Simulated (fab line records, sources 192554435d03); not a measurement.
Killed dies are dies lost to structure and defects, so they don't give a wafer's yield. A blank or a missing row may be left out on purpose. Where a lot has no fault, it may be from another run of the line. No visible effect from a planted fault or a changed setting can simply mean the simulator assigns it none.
2 desks looking at one fault ; flow n5-finfet ; numbers are kept per desk, each desk with only its own; the story behind them comes last

## THE METROLOGY DESK
What the gauges read for every lot (on any tool): the sampled wafers with a number, averaged. The brackets show how far a lot's mean lies from the usual mean; more than 4 standard deviations puts the lot out of limits, marked OUT. Only the readings that lie furthest out on some lot appear, 7 of the 12 it has.
Columns: A = DIBL_P at N5_BEOL_M4_RC_MEAS_101, usual 35.7 mV/V; B = ION_P at N5_BEOL_M4_RC_MEAS_101, usual 462 uA/um; C = SS_N at N5_BEOL_M4_RC_MEAS_101, usual 71.3 mV/dec; D = VT_N at N5_BEOL_M4_RC_MEAS_101, usual 250 mV; E = VT_P at N5_BEOL_M4_RC_MEAS_101, usual -251 mV; F = TV_OVL at N5_PASSIVATION_OVL_MEAS_60, usual -1 nm; G = PASS_OPEN_OVL at N5_PASSIVATION_OVL_MEAS_66, usual -1 nm
lot;first seen here;A;B;C;D;E;F;G
L193;day 8 07:52;35.8;460;71.5;251;-251;-5;-9
L194;day 8 17:17;37.3;469;71.6;246;-248;1;-2
L196;day 9 03:11;33.9;466;71.4;252;-251;-3;-4
L202;day 10 08:38;34.7;453;71.1;252;-256;-2;-10
L205;day 11 12:53;35.3;473;71.1;248;-248;-5;-14
L207;day 12 03:38;35.7;462;70.6;250;-251;6;0
L210;day 12 03:52;37.0;467;71.2;246;-249;-2;-10
L209;day 12 13:44;36.7;469;72.3;247;-247;-1;-2
L214;day 14 00:05;34.5;461;71.0;251;-251;1;5
L215;day 14 00:10;38.7;462;71.1;248;-252;-5;4
L216;day 14 08:04;38.2;463;72.1;247;-251;-6;6
Finding of this desk: none of the 11 lots has anything out of limits.

## DESK OF THE TOOL OWNER: pecvd-04
The tool's own readings at N5_PASSIVATION_PECVD_01 (deposits SiNx from SiH4/NH3/N2, target thk 200 nm, time 43.2 s): means of the sampled wafers that have a number, for each lot that ran on this tool. The brackets show how far a lot's mean lies from the usual mean; more than 4 standard deviations puts the lot out of limits, marked OUT.
Columns: A = heater-power-w at N5_PASSIVATION_PECVD_01, usual 357 W; B = rf-fwd-power-W at N5_PASSIVATION_PECVD_01, usual 1390 W; C = showerhead-plenum-p-Torr at N5_PASSIVATION_PECVD_01, usual 8.65 Torr; D = throttle-valve-pct at N5_PASSIVATION_PECVD_01, usual 29.7 %
lot;first seen here;A;B;C;D
L193;day 12 15:53;441;1392;8.66;30.0
L196;day 13 11:25;353;1393;8.64;27.5
L202;day 14 02:53;419;1396;8.65;28.8
Finding of this desk: none of the 3 lots has anything out of limits.

## PUT TOGETHER
Metrology desk: nothing out of limits seen.
The desk of the tool owner found nothing out of limits.

## WHAT THE SIMULATOR HAD INSERTED
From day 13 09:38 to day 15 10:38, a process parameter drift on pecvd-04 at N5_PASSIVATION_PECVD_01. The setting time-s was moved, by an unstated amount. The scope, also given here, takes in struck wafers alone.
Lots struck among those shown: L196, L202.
